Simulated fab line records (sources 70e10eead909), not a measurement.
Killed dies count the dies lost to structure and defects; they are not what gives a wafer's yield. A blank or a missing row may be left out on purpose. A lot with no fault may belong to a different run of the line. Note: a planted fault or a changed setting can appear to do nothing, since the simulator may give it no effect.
Chamber matching :: flow nand-harc :: NHARC_P_ZERO_WELL_DESCUM_54 on rie-diel-01 has 4 sister chambers
The step chemistry O2, time 3 s. 4 wafers are shown with their chamber, then 7 later ones without.

== EACH WAFER AND ITS CHAMBER ==
wafer: L330.2
chamber: 1
oes-product-au (a.u.): 1.018

wafer: L330.3
chamber: 2
oes-product-au (a.u.): 1.020

wafer: L340.1
chamber: 3
oes-product-au (a.u.): 1.005

wafer: L340.3
chamber: 0
oes-product-au (a.u.): 0.995

== WAFERS WITHOUT THEIR CHAMBER ==
wafer: L340.4
oes-product-au (a.u.): 0.999

wafer: L344.1
oes-product-au (a.u.): 1.005

wafer: L344.2
oes-product-au (a.u.): 1.009

wafer: L344.4
oes-product-au (a.u.): 1.033

wafer: L345.1
oes-product-au (a.u.): 1.037

wafer: L345.2
oes-product-au (a.u.): 1.010

wafer: L345.4
oes-product-au (a.u.): 1.008

== CHAMBER TAKEN BY EACH ==
wafer: L340.4
from the rows above: can't be placed: 0 or 3 or 1 or 2
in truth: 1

wafer: L344.1
from the rows above: can't be placed: 3 or 0 or 1 or 2
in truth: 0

wafer: L344.2
from the rows above: can't be placed: 3 or 1 or 2 or 0
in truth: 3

wafer: L344.4
from the rows above: can't be placed: 2 or 1 or 3
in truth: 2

wafer: L345.1
from the rows above: can't be placed: 2 or 1 or 3
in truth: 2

wafer: L345.2
from the rows above: can't be placed: 3 or 1 or 2 or 0
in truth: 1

wafer: L345.4
from the rows above: can't be placed: 3 or 1 or 2 or 0
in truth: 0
Placed correctly: 0 of 7. Can't be placed from these rows: 7 (the true chamber is among the candidates in 7). Placed wrongly: 0.
How it was worked out, from the rows above alone: a wafer's distance from a chamber is the root of the sum, over the readings, of the square of ((its reading less the chamber's mean) divided by the reading's scatter). The wafer belongs to the nearest chamber; if the next one is less than 2 further off, it can't be placed. A chamber's mean is the mean of its shown wafers. The scatter: root of mean squared gap, hidden wafer to nearest shown wafer, with one shown wafer a chamber.
